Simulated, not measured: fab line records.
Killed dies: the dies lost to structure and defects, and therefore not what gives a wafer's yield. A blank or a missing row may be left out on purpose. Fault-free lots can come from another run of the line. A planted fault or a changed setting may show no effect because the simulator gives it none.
Which tool did it? || flow n5 finfet || 33 wafers from 11 lots sampled at 3 of the route's 1938 steps

## WHAT THE GAUGES SHOWED, per wafer
N5_PASSIVATION_OVL_MEAS_60.
{"lot": "L306", "measured": "day 12 07:10", "on": "overlay-02", "TV_OVL (nm)": "-4 8 0"}
{"lot": "L307", "measured": "day 13 06:48", "on": "overlay-01", "TV_OVL (nm)": "9 11 7"}
{"lot": "L308", "measured": "day 12 23:34", "on": "overlay-01", "TV_OVL (nm)": "6 2 4"}
{"lot": "L309", "measured": "day 13 15:52", "on": "overlay-01", "TV_OVL (nm)": "7 -1 0"}
{"lot": "L310", "measured": "day 13 23:43", "on": "overlay-01", "TV_OVL (nm)": "-3 5 6"}
{"lot": "L311", "measured": "day 14 06:56", "on": "overlay-01", "TV_OVL (nm)": "1 -2 -5"}
{"lot": "L313", "measured": "day 14 18:55", "on": "overlay-01", "TV_OVL (nm)": "3 1 3"}
{"lot": "L314", "measured": "day 14 18:23", "on": "overlay-01", "TV_OVL (nm)": "13 10 0"}
{"lot": "L315", "measured": "day 14 19:35", "on": "overlay-01", "TV_OVL (nm)": "7 -1 0"}
{"lot": "L317", "measured": "day 15 05:04", "on": "overlay-02", "TV_OVL (nm)": "7 -4 3"}
{"lot": "L325", "measured": "day 17 01:12", "on": "overlay-02", "TV_OVL (nm)": "11 8 9"}

## EACH LOT AND THE TOOL THAT RAN IT (in order: tool; ch and the chambers of the sampled wafers; start)
{"lot": "L306", "N5_GATE_CUT_ALD_22": "ald sin-04 ch 0,1,3, day 4 12:01", "N5_MIM_BOT_ETCH_ETCH_04": "rie diel-01 ch 0,2, day 12 05:32"}
{"lot": "L307", "N5_GATE_CUT_ALD_22": "ald sin-04 ch 0,1, day 4 21:02", "N5_MIM_BOT_ETCH_ETCH_04": "rie diel-01 ch 1,2,3, day 13 04:24"}
{"lot": "L308", "N5_GATE_CUT_ALD_22": "ald sin-03 ch 1,2, day 5 04:35", "N5_MIM_BOT_ETCH_ETCH_04": "rie diel-01 ch 0,1,2, day 12 20:13"}
{"lot": "L309", "N5_GATE_CUT_ALD_22": "ald sin-04 ch 1,2, day 5 05:38", "N5_MIM_BOT_ETCH_ETCH_04": "rie diel-02 ch 0,2,3, day 13 14:20"}
{"lot": "L310", "N5_GATE_CUT_ALD_22": "ald sin-03 ch 0,3, day 5 17:22", "N5_MIM_BOT_ETCH_ETCH_04": "rie diel-02 ch 0,1,2, day 13 18:53"}
{"lot": "L311", "N5_GATE_CUT_ALD_22": "ald sin-03 ch 0,2, day 5 20:42", "N5_MIM_BOT_ETCH_ETCH_04": "rie diel-01 ch 0,2, day 14 01:51"}
{"lot": "L313", "N5_GATE_CUT_ALD_22": "ald sin-04 ch 1,2, day 6 12:02", "N5_MIM_BOT_ETCH_ETCH_04": "rie diel-01 ch 1,2, day 14 17:38"}
{"lot": "L314", "N5_GATE_CUT_ALD_22": "ald sin-04 ch 1,2, day 6 13:30", "N5_MIM_BOT_ETCH_ETCH_04": "rie diel-01 ch 0,2,3, day 14 16:58"}
{"lot": "L315", "N5_GATE_CUT_ALD_22": "ald sin-04 ch 0,1,3, day 6 22:47", "N5_MIM_BOT_ETCH_ETCH_04": "rie diel-02 ch 1,3, day 14 17:58"}
{"lot": "L317", "N5_GATE_CUT_ALD_22": "ald sin-04 ch 0,2,3, day 7 10:01", "N5_MIM_BOT_ETCH_ETCH_04": "rie diel-02 ch 1,2,3, day 15 03:41"}
{"lot": "L325", "N5_GATE_CUT_ALD_22": "ald sin-03 ch 0,1,3, day 9 11:05", "N5_MIM_BOT_ETCH_ETCH_04": "rie diel-02 ch 0,2,3, day 16 23:21"}
- N5_GATE_CUT_ALD_22: deposits SiNx, target thk 16 nm, pulse time 1 s, ald cycles 320.
- N5_MIM_BOT_ETCH_ETCH_04: etches SiNx in CF4/O2, target depth 26 nm, time 13 s.

## AS READ BY THE TOOLS THEMSELVES (means over the sampled wafers that have a number; for cases with no such wafer, the mark the record gives instead)
N5_GATE_CUT_ALD_22.
{"lot": "L306", "tool": "ald sin-04", "heater power w (W)": 804, "precursor pulse height rel": 1.009}
{"lot": "L307", "tool": "ald sin-04", "heater power w (W)": 836, "precursor pulse height rel": 1.009}
{"lot": "L308", "tool": "ald sin-03", "heater power w (W)": 786, "precursor pulse height rel": 0.996}
{"lot": "L309", "tool": "ald sin-04", "heater power w (W)": 915, "precursor pulse height rel": 0.992}
{"lot": "L310", "tool": "ald sin-03", "heater power w (W)": 980, "precursor pulse height rel": 0.986}
{"lot": "L311", "tool": "ald sin-03", "heater power w (W)": 1032, "precursor pulse height rel": 1.014}
{"lot": "L313", "tool": "ald sin-04", "heater power w (W)": 937, "precursor pulse height rel": 1.001}
{"lot": "L314", "tool": "ald sin-04", "heater power w (W)": 915, "precursor pulse height rel": 0.978}
{"lot": "L315", "tool": "ald sin-04", "heater power w (W)": 806, "precursor pulse height rel": 0.990}
{"lot": "L317", "tool": "ald sin-04", "heater power w (W)": 818, "precursor pulse height rel": 1.006}
{"lot": "L325", "tool": "ald sin-03", "heater power w (W)": 887, "precursor pulse height rel": 1.001}

N5_MIM_BOT_ETCH_ETCH_04.
{"lot": "L306", "tool": "rie diel-01", "drypump motor current A (A)": 5.9, "oes product au (a.u.)": 0.80, "rf vpp V (V)": 241, "showerhead plenum p Torr (Torr)": 2.29, "throttle valve pct (%)": 16.29}
{"lot": "L307", "tool": "rie diel-01", "drypump motor current A (A)": 6.0, "oes product au (a.u.)": 0.77, "rf vpp V (V)": 242, "showerhead plenum p Torr (Torr)": 2.22, "throttle valve pct (%)": 15.97}
{"lot": "L308", "tool": "rie diel-01", "drypump motor current A (A)": 6.2, "oes product au (a.u.)": 0.85, "rf vpp V (V)": 239, "showerhead plenum p Torr (Torr)": 2.28, "throttle valve pct (%)": 15.98}
{"lot": "L309", "tool": "rie diel-02", "drypump motor current A (A)": 5.7, "oes product au (a.u.)": 0.77, "rf vpp V (V)": 238, "showerhead plenum p Torr (Torr)": 2.18, "throttle valve pct (%)": 16.22}
{"lot": "L310", "tool": "rie diel-02", "drypump motor current A (A)": 5.6, "oes product au (a.u.)": 0.71, "rf vpp V (V)": 242, "showerhead plenum p Torr (Torr)": 2.16, "throttle valve pct (%)": 16.21}
{"lot": "L311", "tool": "rie diel-01", "drypump motor current A (A)": 6.1, "oes product au (a.u.)": 0.85, "rf vpp V (V)": 235, "showerhead plenum p Torr (Torr)": 2.31, "throttle valve pct (%)": 16.21}
{"lot": "L313", "tool": "rie diel-01", "drypump motor current A (A)": 6.0, "oes product au (a.u.)": 0.75, "rf vpp V (V)": 246, "showerhead plenum p Torr (Torr)": 2.25, "throttle valve pct (%)": 16.13}
{"lot": "L314", "tool": "rie diel-01", "drypump motor current A (A)": 5.9, "oes product au (a.u.)": 0.78, "rf vpp V (V)": 238, "showerhead plenum p Torr (Torr)": 2.25, "throttle valve pct (%)": 16.22}
{"lot": "L315", "tool": "rie diel-02", "drypump motor current A (A)": 5.8, "oes product au (a.u.)": 0.73, "rf vpp V (V)": 244, "showerhead plenum p Torr (Torr)": 2.10, "throttle valve pct (%)": 16.02}
{"lot": "L317", "tool": "rie diel-02", "drypump motor current A (A)": 5.9, "oes product au (a.u.)": 0.75, "rf vpp V (V)": 245, "showerhead plenum p Torr (Torr)": 2.15, "throttle valve pct (%)": 16.09}
{"lot": "L325", "tool": "rie diel-02", "drypump motor current A (A)": 5.6, "oes product au (a.u.)": 0.84, "rf vpp V (V)": 238, "showerhead plenum p Torr (Torr)": 2.18, "throttle valve pct (%)": 16.09}

## THE ANSWER, worked out from the rows above alone
Rule: the lots themselves supply what counts as usual. Put in order of their means at a reading, lots are off if they are a third of the lots or fewer, leave a main group of 4 or more, and stand apart from it by a gap of 3 or more times the standard deviation of the main group's means; of several such gaps the widest counts. A main group is skipped when, at the precision printed for the reading in the tables above, its means are all equal. Also off: a lot with no number at a reading for which 4 or more lots have one. The other lots that the step has rows for count as sound. The gauges are gone through in route order, then the tools' own readings, and for those a lot's mean is taken as printed above. The first step at which some lot is off is used, and at that step the reading that is off furthest; a lot without a number counts as furthest.
Nothing can be told from this: no lot is off at any reading shown.

## WHAT THE SIMULATOR PUT IN
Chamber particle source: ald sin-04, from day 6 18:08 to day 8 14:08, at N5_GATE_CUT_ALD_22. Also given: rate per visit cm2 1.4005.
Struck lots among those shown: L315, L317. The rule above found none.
